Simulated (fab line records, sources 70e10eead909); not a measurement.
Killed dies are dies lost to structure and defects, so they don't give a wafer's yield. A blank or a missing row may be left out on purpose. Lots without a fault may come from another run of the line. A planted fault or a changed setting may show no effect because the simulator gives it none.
Which tool did it? | flow nand_harc | 6 lots, 18 wafers sampled, at 4 steps of a route of 1302

WHAT THE GAUGES READ, wafer by wafer
NHARC_A_CONTACT_CD_MEAS_69: target cd 300 nm.
lot  | measured     | on        | cd_nm (nm)
L454 | day 25 20:41 | cd_sem-02 | 300.3 300.6 299.8
L455 | day 27 08:55 | cd_sem-02 | 299.1 299.1 300.2
L451 | day 28 04:31 | cd_sem-03 | 300.1 300.2 300.9
L460 | day 28 09:25 | cd_sem-01 | 300.5 300.8 300.0
L464 | day 29 21:38 | cd_sem-03 | 299.8 299.8 301.1
L469 | day 32 23:41 | cd_sem-02 | 291.8 292.7 292.2

WHICH TOOL RAN EACH LOT (tool, then ch and the chambers of the sampled wafers, then the start)
lot  | NHARC_A_CONTACT_ETCH_115             | NHARC_A_CONTACT_ETCH_123             | NHARC_A_CONTACT_EXPOSE_66
L454 | har_cap_etch-03 ch 0,1, day 25 11:52 | har_cap_etch-03 ch 0,1, day 25 13:18 | arfi_scanner-02 ch 0, day 25 20:32
L455 | har_cap_etch-03 ch 0,1, day 26 20:25 | har_cap_etch-03 ch 0,1, day 26 22:14 | arfi_scanner-01 ch 0, day 27 08:47
L451 | har_cap_etch-01 ch 0,1, day 27 10:21 | har_cap_etch-01 ch 0,1, day 27 11:43 | arfi_scanner-01 ch 0, day 28 04:22
L460 | har_cap_etch-01 ch 0,1, day 27 17:53 | har_cap_etch-01 ch 0,1, day 27 19:22 | arfi_scanner-01 ch 0, day 28 09:17
L464 | har_cap_etch-01 ch 0,1, day 29 11:13 | har_cap_etch-01 ch 0,1, day 29 12:35 | arfi_scanner-02 ch 0, day 29 21:29
L469 | har_cap_etch-03 ch 0,1, day 32 15:28 | har_cap_etch-03 ch 0,1, day 32 16:53 | arfi_scanner-03 ch 0, day 32 23:33
- NHARC_A_CONTACT_ETCH_115: etches the open film in C4F8/O2/Ar, time 190 s, target depth 1850 nm.
- NHARC_A_CONTACT_ETCH_123: etches the open film in C4F8/O2/Ar, time 490 s, target depth 2110 nm.
- NHARC_A_CONTACT_EXPOSE_66: exposes mask A CC 2.

THE ANSWER, worked out from the rows above alone
Rule: what is usual is taken from the lots themselves. Put in order of their means at a reading, lots are off if they are a third of the lots or fewer, leave a main group of 4 or more, and stand apart from it by a gap of 3 or more times the standard deviation of the main group's means; of several such gaps the widest counts. A main group whose means are all the same, to the digits that the tables above print for the reading, isn't used. A lot without any number at a reading at which 4 lots or more have one is off too. The other lots that the step has rows for count as sound.
Off: L469, at NHARC_A_CONTACT_CD_MEAS_69 (cd_nm). The main group: mean 300.2 nm, standard deviation 0.35.
A tool fits if, at a process step before that reading, it ran every lot that is off, and no sound lot after the first of them. The gauges at NHARC_A_CONTACT_CD_MEAS_69 are tried like those tools. Can't be told from this: 3 tools fit, har_cap_etch-03 at NHARC_A_CONTACT_ETCH_115 and NHARC_A_CONTACT_ETCH_123, arfi_scanner-03 at NHARC_A_CONTACT_EXPOSE_66, cd_sem-02 at NHARC_A_CONTACT_CD_MEAS_69.

WHAT THE SIMULATOR HAD PUT IN
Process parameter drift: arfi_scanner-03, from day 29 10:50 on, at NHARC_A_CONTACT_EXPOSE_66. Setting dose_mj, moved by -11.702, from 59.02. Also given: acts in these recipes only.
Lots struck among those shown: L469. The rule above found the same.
